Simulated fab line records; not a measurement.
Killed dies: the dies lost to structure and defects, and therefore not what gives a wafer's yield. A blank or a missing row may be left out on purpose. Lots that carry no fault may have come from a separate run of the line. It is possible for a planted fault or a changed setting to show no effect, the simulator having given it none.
Chamber matching -- flow n5-finfet -- rie-diel-04 running N5_BEOL_M6_ETCH_72: 4 sister chambers
The step etches underlayer in N2/H2, target depth 6.5 nm, time 5.2 s. 18 wafers are shown with their chamber, then 9 later ones without.

WAFERS PAIRED WITH THEIR CHAMBERS
wafer,chamber,showerhead-plenum-p-Torr (Torr),throttle-valve-pct (%),oes-product-au (a.u.)
L076.2,3,2.52,17.61,0.60
L076.3,1,2.42,17.51,0.62
L076.6,3,2.52,17.62,0.59
L080.1,0,2.45,17.92,0.68
L080.3,3,2.51,17.68,0.59
L080.4,2,2.50,18.32,0.56
L084.3,3,2.51,17.68,0.58
L084.4,1,2.41,17.57,0.62
L084.6,0,2.44,17.92,0.66
L091.1,3,2.50,17.71,0.56
L091.4,2,2.50,17.86,0.81
L091.6,3,2.50,17.70,0.57
L092.2,1,2.41,17.58,0.61
L092.3,2,2.50,17.89,0.80
L092.6,1,2.41,17.60,0.61
L094.3,1,2.41,17.61,0.60
L094.5,0,2.43,17.95,0.66
L094.6,3,2.50,17.68,0.57

SIGNATURES (averages over the wafers above)
reading,chamber 0,chamber 1,chamber 2,chamber 3,scatter within a chamber
showerhead-plenum-p-Torr,2.4400,2.4120,2.5000,2.5086,0.0074
throttle-valve-pct,17.9300,17.5740,18.0233,17.6686,0.103
oes-product-au,0.6667,0.6120,0.7233,0.5800,0.0547
Rule: for a wafer and a chamber, the distance is found by dividing, reading by reading, the gap between the wafer's reading and the chamber's mean by the reading's scatter, squaring, summing and taking the root. If the next closest chamber is less than 2 further off than the closest, the wafer can't be placed; otherwise it belongs to the closest. How the scatter is found: for the shown wafers, subtract from each reading the mean of its chamber, square and add these, divide the total by (wafers less chambers), then take the root.

WAFERS WITH NO CHAMBER GIVEN
wafer,showerhead-plenum-p-Torr (Torr),throttle-valve-pct (%),oes-product-au (a.u.)
L093.1,2.50,17.70,0.57
L093.3,2.40,17.59,0.60
L093.5,2.40,17.60,0.60
L095.2,2.43,17.97,0.65
L095.4,2.40,17.60,0.60
L095.5,2.43,17.98,0.64
L096.3,2.43,18.00,0.65
L096.4,2.49,17.90,0.77
L096.5,2.40,17.61,0.60

WHICH CHAMBER EACH WENT THROUGH
wafer,from the rows above,in truth
L093.1,3,3
L093.3,1,1
L093.5,1,1
L095.2,0,0
L095.4,1,1
L095.5,0,0
L096.3,0,0
L096.4,2,2
L096.5,1,1
Correct placement for 9 of the 9. From these rows, 0 cannot be placed. Wrongly placed: 0.
